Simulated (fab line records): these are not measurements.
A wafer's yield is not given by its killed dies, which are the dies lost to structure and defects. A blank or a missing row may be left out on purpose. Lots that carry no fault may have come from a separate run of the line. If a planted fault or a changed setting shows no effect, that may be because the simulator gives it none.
One fault through the eyes of 2 desks ; flow n5-finfet ; numbers are kept per desk, each desk with only its own; the story behind them comes last

## AT THE TOOL OWNER'S DESK: pecvd-03
The tool's own readings at N5_BEOL_M15_DEP_53 (deposits SiCN from 3MS/NH3, target thk 50 nm, time 17.8 s): means of the sampled wafers that have a number, for each lot that ran on this tool. The brackets show how far a lot's mean lies from the usual mean; more than 4 standard deviations puts the lot out of limits, marked OUT.
Columns: A = rf-fwd-power-W at N5_BEOL_M15_DEP_53, usual 667 W; B = showerhead-plenum-p-Torr at N5_BEOL_M15_DEP_53, usual 4.150 Torr; C = showerhead-vpp-V at N5_BEOL_M15_DEP_53, usual 1594 V; D = throttle-valve-pct at N5_BEOL_M15_DEP_53, usual 17.7 %
lot;first seen here;A;B;C;D
L905;day 15 05:59;668;4.156;1563;17.6
L916;day 16 08:08;671;4.150;1584;17.2
L917;day 16 15:49;668;4.137;1558;17.6
This desk found nothing out of limits on any of the 3 lots.

## FROM THE METROLOGY DESK
What the gauges read for every lot (on any tool): the sampled wafers with a number, averaged. The brackets show how far a lot's mean lies from the usual mean; more than 4 standard deviations puts the lot out of limits, marked OUT.
Columns: A = M15_THK at N5_BEOL_M15_THK_MEAS_50, usual 859 nm; B = M15_RS at N5_BEOL_M15_RS_MEAS_54, usual 0.0213 ohm/sq
lot;first seen here;A;B
L908;day 14 13:04;839;0.0218
L905;day 15 05:55;866;0.0213
L916;day 16 08:05;836;0.0215
L914;day 16 14:19;873;0.0212
L917;day 16 15:46;836;0.0216
L924;day 17 13:29;839;0.0219
This desk found nothing out of limits on any of the 6 lots.

## BROUGHT TOGETHER
The tool owner's desk saw nothing out of limits.
At the metrology desk, nothing out of limits was observed.

## WHAT THE SIMULATOR PUT IN
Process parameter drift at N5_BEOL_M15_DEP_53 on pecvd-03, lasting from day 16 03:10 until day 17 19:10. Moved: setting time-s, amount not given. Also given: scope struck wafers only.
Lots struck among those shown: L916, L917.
